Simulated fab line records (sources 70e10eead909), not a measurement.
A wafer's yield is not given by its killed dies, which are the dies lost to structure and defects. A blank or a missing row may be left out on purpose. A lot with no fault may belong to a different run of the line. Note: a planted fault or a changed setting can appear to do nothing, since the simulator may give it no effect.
fab line records | flow nand_harc
record: lots: 5 | wafers: 15 | last_day: 33
route steps=1302 shown A_STAIRCASE@816
lots untouched by any fault: they come from a run of this same line in which no faults occurred
start_h: start of the lot's first displayed wafer, in hours after the record's first day | wait_h: how many hours have passed since the lot's step before this one | " repeats the value in the row above | L1.1+2: one row covering several wafers at once | - either no value or no given start | * or withheld: withheld | < > ~ a bound
route shown NAME@n: NAME is a module with steps in the file, n the number in the route of the first one | usual: mean/standard deviation taken from wafers without a fault | same: alike in all rows | chamber/n: place in a boat | sites: the reading at each site | _std_site: the values' standard deviation | _edge_site: outer sites' mean less inner sites' | radius_mm: how far each site lies from the wafer's centre | mask NAME#n: copy n | behind: the tool/chamber that last shaped the wafer | hold: cause of the lot's hold/its duration in hours/its outcome | device: names the non-switching transistor (n, p or np) | end of line: the tests these same wafers got at the end of their route | for a step that has no rows: nothing shown but its recipe | killed: at the first sort, the dies lost to defects and structure; wafer yield is something else | map: the dies of a wafer, with x for killed, . for not killed, _ for no die there
set.NAME: setting as actually run; set.NAME@STEP: the setting as run at that earlier step | model.NAME: the simulator's own value behind a step, which no gauge read
lots at some steps of the route; a table a step, a row a wafer
services: a tool's chamber out of use, with start hour (start_h, from the record's first day; less than 0 if before it), hours out, and reason
== steps ==
step: NHARC_A_STAIRCASE_SRD_298
lot.wafer  | tool         | chamber | start_h | wait_h
L074.1+4+6 | wet_bench-09 | 2,4,6   | -       | -
L082.1+5+4 | wet_bench-01 | 5,7,2   | -       | -
L086.6+2+5 | wet_bench-09 | 1,2,3   | -       | -
L092.3+2+4 | wet_bench-09 | 1,5,6   | -       | -
L095.2+4+6 | wet_bench-04 | 2,3,6   | -       | -
step: NHARC_A_STAIRCASE_HM_DEP_462
recipe: target_thk_a: 8000 | temp_c: 400 | material: aC
usual: throttle_valve_pct: 35.000/0.0092
lot.wafer | tool       | chamber | start_h | wait_h | throttle_valve_pct
L074.1    | acl_dep-01 | 0       | 397.59  | 0.1    | 34.999
L074.4    | "          | 0       | "       | "      | 35.004
L074.6    | "          | 0       | "       | "      | 35.003
L082.1    | acl_dep-03 | 0       | 476.46  | 0.1    | 34.999
L082.4    | "          | 0       | "       | "      | 34.987
L082.5    | "          | 0       | "       | "      | 35.009
L086.2    | acl_dep-01 | 0       | 518.34  | 2.2    | 34.985
L086.5    | "          | 0       | "       | "      | 35.000
L086.6    | "          | 0       | "       | "      | 35.014
L092.2    | acl_dep-03 | 0       | 557.59  | 0.4    | 35.003
L092.3    | "          | 0       | "       | "      | 35.003
L092.4    | "          | 0       | "       | "      | 34.989
L095.2    | acl_dep-01 | 0       | 611.12  | 8.5    | 35.000
L095.4    | "          | 0       | "       | "      | 34.997
L095.6    | "          | 0       | "       | "      | 35.015
step: NHARC_A_STAIRCASE_DEP_301
recipe: target_thk_a: 300 | target_thk_nm: 30 | temp_c: 400 | pressure_torr: 3.5 | flow_sccm: 200 | rf_w: 350 | material: SiON
usual: heater_power_w: 768/79
lot.wafer | tool     | chamber | start_h | wait_h | heater_power_w
L074.1    | pecvd-02 | 1       | 399.50  | 1.6    | 795
L074.4    | "        | 2       | "       | "      | 699
L074.6    | "        | 1       | "       | "      | 831
L082.1    | pecvd-01 | 0       | 478.37  | 1.6    | 899
L082.5    | "        | 1       | "       | "      | 677
L082.4    | "        | 0       | "       | "      | 833
L086.2    | pecvd-02 | 2       | 519.94  | 1.3    | 704
L086.6    | "        | 0       | "       | "      | 746
L086.5    | "        | 2       | "       | "      | 727
L092.2    | pecvd-01 | 2       | 559.19  | 1.3    | 664
L092.4    | "        | 0       | "       | "      | 896
L092.3    | "        | 2       | "       | "      | 642
L095.2    | pecvd-03 | 0       | 612.66  | 1.2    | 887
L095.6    | "        | 0       | "       | "      | 879
L095.4    | "        | 2       | "       | "      | 811
step: NHARC_A_STAIRCASE_DEHYDRATE_302
recipe: temp_c: 150 | time_s: 120
usual: heater_power_total_W: 182.4/1.2
lot.wafer | tool           | chamber | start_h | wait_h | heater_power_total_W
L074.1    | litho_track-02 | 0       | 399.72  | 0.2    | 182.5
L074.4    | "              | 0       | "       | "      | 180.6
L074.6    | "              | 0       | "       | "      | 183.8
L082.1    | litho_track-07 | 0       | 478.59  | 0.2    | 183.2
L082.4    | "              | 0       | "       | "      | 181.3
L082.5    | "              | 0       | "       | "      | 181.6
L086.2    | litho_track-02 | 0       | 520.16  | 0.2    | 180.7
L086.5    | "              | 0       | "       | "      | 182.6
L086.6    | "              | 0       | "       | "      | 180.6
L092.2    | litho_track-02 | 0       | 559.51  | 0.3    | 183.9
L092.3    | "              | 0       | "       | "      | 183.8
L092.4    | "              | 0       | "       | "      | 182.1
L095.2    | litho_track-05 | 0       | 612.93  | 0.2    | 181.8
L095.4    | "              | 0       | "       | "      | 182.7
L095.6    | "              | 0       | "       | "      | 182.2
step: NHARC_A_STAIRCASE_HMDS_303
recipe: time_s: 30
lot.wafer  | tool           | chamber | start_h | wait_h
L074.1+4+6 | litho_track-02 | 0       | -       | -
L082.1+4+5 | litho_track-07 | 0       | -       | -
L086.2+5+6 | litho_track-02 | 0       | -       | -
L092.2+3+4 | litho_track-02 | 0       | -       | -
L095.2+4+6 | litho_track-05 | 0       | -       | -
step: NHARC_A_STAIRCASE_COAT_304
recipe: spin_rpm: 1200
lot.wafer  | tool           | chamber | start_h | wait_h
L074.1+4+6 | litho_track-02 | 0       | -       | -
L082.1+4+5 | litho_track-07 | 0       | -       | -
L086.2+5+6 | litho_track-02 | 0       | -       | -
L092.2+3+4 | litho_track-02 | 0       | -       | -
L095.2+4+6 | litho_track-05 | 0       | -       | -
step: NHARC_A_STAIRCASE_SOFTBAKE_305
recipe: temp_c: 135 | time_s: 170
usual: heater_power_total_W: 134.5/0.98
lot.wafer | tool           | chamber | start_h | wait_h | heater_power_total_W
L074.1    | litho_track-02 | 0       | -       | -      | 135.5
L074.4    | "              | 0       | "       | "      | 135.1
L074.6    | "              | 0       | "       | "      | 133.3
L082.1    | litho_track-07 | 0       | -       | -      | 136.0
L082.4    | "              | 0       | "       | "      | 133.3
L082.5    | "              | 0       | "       | "      | 133.3
L086.2    | litho_track-02 | 0       | -       | -      | 135.6
L086.5    | "              | 0       | "       | "      | 134.3
L086.6    | "              | 0       | "       | "      | 133.5
L092.2    | litho_track-02 | 0       | -       | -      | 133.3
L092.3    | "              | 0       | "       | "      | 133.2
L092.4    | "              | 0       | "       | "      | 133.7
L095.2    | litho_track-05 | 0       | -       | -      | 134.1
L095.4    | "              | 0       | "       | "      | 134.2
L095.6    | "              | 0       | "       | "      | 134.2
== services ==
tool           | chamber | start_h | hours | kind
litho_track-02 | -       | 402.00  | 7.0   | pm
wet_bench-04   | -       | 403.20  | 8.0   | pm
pecvd-02       | -       | 408.48  | 13.0  | pm
litho_track-07 | -       | 426.00  | 7.0   | pm
pecvd-03       | -       | 430.87  | 0.7   | repair
acl_dep-03     | -       | 453.30  | 10.2  | repair
wet_bench-01   | -       | 453.60  | 8.0   | pm
litho_track-05 | -       | 474.00  | 7.0   | pm
acl_dep-03     | -       | 480.93  | 13.0  | pm
pecvd-02       | 2       | 488.54  | 17.8  | repair
pecvd-01       | -       | 492.46  | 13.0  | pm
pecvd-03       | -       | 494.61  | 1.0   | repair
pecvd-01       | 1       | 526.01  | 49.0  | repair
wet_bench-09   | -       | 528.80  | 8.0   | pm
wet_bench-09   | 0       | 536.80  | -     | consumable_replace:bath
wet_bench-09   | 0       | 536.80  | -     | consumable_replace:filter
wet_bench-09   | 1       | 536.80  | -     | consumable_replace:bath
wet_bench-09   | 1       | 536.80  | -     | consumable_replace:filter
pecvd-03       | -       | 547.00  | 13.0  | pm
acl_dep-01     | -       | 550.27  | 13.0  | pm
litho_track-02 | -       | 577.00  | 7.0   | pm
wet_bench-04   | -       | 579.20  | 8.0   | pm
pecvd-02       | -       | 589.48  | 13.0  | pm
litho_track-07 | -       | 601.00  | 7.0   | pm
== key ==
fault none
